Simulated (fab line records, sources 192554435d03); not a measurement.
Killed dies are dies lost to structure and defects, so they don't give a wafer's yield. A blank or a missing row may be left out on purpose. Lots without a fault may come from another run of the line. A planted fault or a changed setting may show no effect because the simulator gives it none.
Chamber matching | flow n5_finfet | N5_GATE_CUT_HM_OPEN_40 on rie_diel-05: 4 sister chambers
The step chemistry C4F6/O2, target SiO2, target depth 139 nm, time 85.1 s. 8 wafers are shown with their chamber, then 8 later ones without.

WAFERS WITH THEIR CHAMBER
wafer  | chamber | rf_vpp_V (V) | showerhead_plenum_p_Torr (Torr)
L080.5 | 0       | 696          | 3.01
L082.1 | 1       | 677          | 2.74
L082.3 | 3       | 672          | 2.95
L082.6 | 2       | 645          | 2.96
L087.2 | 1       | 676          | 2.74
L087.3 | 3       | 673          | 2.94
L087.4 | 2       | 642          | 2.95
L088.2 | 0       | 696          | 3.00

WAFERS WITHOUT THEIR CHAMBER
wafer  | rf_vpp_V (V) | showerhead_plenum_p_Torr (Torr)
L088.5 | 672          | 2.94
L088.6 | 696          | 3.00
L090.1 | 645          | 2.95
L090.2 | 676          | 2.74
L090.3 | 673          | 2.94
L092.1 | 644          | 2.95
L092.4 | 694          | 3.00
L092.6 | 677          | 2.74

WHICH CHAMBER EACH WENT THROUGH
wafer  | from the rows above | in truth
L088.5 | 3                   | 3
L088.6 | 0                   | 0
L090.1 | 2                   | 2
L090.2 | 1                   | 1
L090.3 | 3                   | 3
L092.1 | 2                   | 2
L092.4 | 0                   | 0
L092.6 | 1                   | 1
Placed correctly: 8 of 8. Can't be placed from these rows: 0. Placed wrongly: 0.
How it was worked out, from the rows above alone: a wafer's distance from a chamber is the root of the sum, over the readings, of the square of ((its reading less the chamber's mean) divided by the reading's scatter). The wafer belongs to the nearest chamber; if the next one is less than 2 further off, it can't be placed. A chamber's mean is the mean of its shown wafers. The scatter: the root of (the sum of the squares of (reading less its chamber's mean) over the shown wafers, divided by (wafers less chambers)).
